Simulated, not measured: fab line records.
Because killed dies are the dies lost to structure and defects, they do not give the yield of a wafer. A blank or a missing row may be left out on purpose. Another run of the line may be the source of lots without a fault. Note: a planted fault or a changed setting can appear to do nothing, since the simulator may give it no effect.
Struck lot and sound lot, side by side | flow n5 finfet | 20 out of 1938 route steps
Sound: wafers L479.3, L479.4, L479.5. Wafers struck: L493.2, L493.3, L493.4. The cause comes at the end.
Order at every step that has rows: each side's tool, ch and its chambers, its first start. Under that, the readings that differ: sound wafers | struck wafers | difference of the means | sigmas: that difference in standard deviations of wafers without a fault.
alike: a reading whose means differ by less than 2 such deviations, as well as words and numbers matching on both sides. not compared: withheld readings; readings where some wafer has no value; bounds like >300 that might hide an equal value; numbers whose values overlap and for which the record gives no deviation.
Wherever a step has rows on one side only, a row that says differs or no value, or a row with sigmas, the two part there. When numbers do not overlap yet have no deviation, they are printed without sigmas and do not part them. Lack of a reading on every wafer of one side parts them only where that side has two or more wafers.

N5_BEOL_M1_RS_MEAS_58: uses a four-point probe to measure.
  sound on film metro-02, day 7 17:32; struck on film metro-02, day 11 01:41
  alike: M1_RS
N5_BEOL_M1_INSPECT_59: inspects for defects (darkfield).
  sound on defect inspect-01, day 7 17:34; struck on defect inspect-01, day 11 01:43
  alike: raw defect count
N5_BEOL_M2_ILD_DEP_00: deposits SiOC from DEMS/O2, target thk 79 nm, time 15.3 s.
  sound on pecvd-04 ch 1,2, day 7 17:36; struck on pecvd-03 ch 0,1, day 11 01:44
  alike: heater power w, rf fwd power W, showerhead plenum p Torr, throttle valve pct
N5_BEOL_M2_THK_MEAS_01:
  sound on film metro-02, day 7 17:40; struck on film metro-02, day 11 01:49
  reading         | sound          | struck         | difference | sigmas
  M2_ILD_THK (nm) | 79.6 80.5 80.9 | 77.6 77.0 79.0 | -2.5       | -2
N5_BEOL_M2_PECVD_72: deposits SiO2 from TEOS/O2, target thk 16 nm, time 18 s.
  sound on pecvd-01 ch 0,2, day 7 17:43; struck on pecvd-03 ch 1,2, day 11 01:51
  alike: heater power w, rf fwd power W, showerhead plenum p Torr, throttle valve pct
N5_BEOL_M2_HM_DEP_02: deposits TiN, target thk 20 nm.
  sound on pvd sputter-01, day 7 17:46; struck on pvd sputter-03, day 11 01:55
  alike: chamber pressure pa, throttle valve pct
then, 6 steps without rows for these wafers: N5_BEOL_M2_COAT_61 (time 60 s, resist thk 60 nm); N5_BEOL_M2_COAT_62 (time 60 s, resist thk 12 nm); N5_BEOL_M2_COAT_73 (time 60 s, resist thk 5 nm); N5_BEOL_M2_COAT_05 (resist thk 30 nm); N5_BEOL_M2_EBR_07; N5_BEOL_M2_SOFTBAKE_06 (time 60 s).
N5_BEOL_M2_EXPOSE_08: exposes mask M2.
  sound on euv scanner-02 ch 0, day 7 18:10; struck on euv scanner-02 ch 0, day 11 02:11
  reading                         | sound          | struck | difference | sigmas
  model.BEOL_M2.overlay x nm (nm) | -0.2 -0.2 -0.2 | 8 8 8  | +8         |
  alike: mask, focus offset nm
then, 2 steps without rows for these wafers: N5_BEOL_M2_PEB_09 (peb time 60 s); N5_BEOL_M2_DEVELOP_10 (develop time 30 s).
N5_BEOL_M2_CD_MEAS_11: target cd 16.79 nm.
  sound on cd sem-01 ch 0, day 7 18:17; struck on cd sem-02 ch 0, day 11 02:19
  alike: cd nm
N5_BEOL_M2_OVL_MEAS_12:
  sound on overlay-01 ch 0, day 7 18:20; struck on overlay-01 ch 0, day 11 02:21
  reading     | sound         | struck      | difference | sigmas
  M2_OVL (nm) | -0.2 0.0 -0.7 | 7.8 7.2 6.1 | +7.3       | +10
N5_BEOL_M2_INSPECT_13: inspects for defects (brightfield).
  sound on defect inspect-02, day 7 18:22; struck on defect inspect-01, day 11 02:24
  alike: raw defect count
N5_BEOL_M4_RC_MEAS_101:
  sound on prober-01 ch 0, day 9 04:16; struck on prober-01 ch 0, day 12 14:18
  alike: DIBL_N, DIBL_P, IOFF_N, IOFF_P, ION_N, ION_P, SS_N, SS_P, VT_N, VT_P
-- here the record skips 4 days between the struck wafers' starts before and after, leaving off in module BEOL_M4 and picking up in module PASSIVATION (first step shown: number 1936 of the route) --
N5_PASSIVATION_PROBE_49:
  rows exist in the record for the struck wafers here (prober-01, day 16 20:55), but not for the sound ones

## WHERE THEY PART
First at N5_BEOL_M2_THK_MEAS_01; last, within this record, at N5_PASSIVATION_PROBE_49.

WHY: the cause the simulator had injected
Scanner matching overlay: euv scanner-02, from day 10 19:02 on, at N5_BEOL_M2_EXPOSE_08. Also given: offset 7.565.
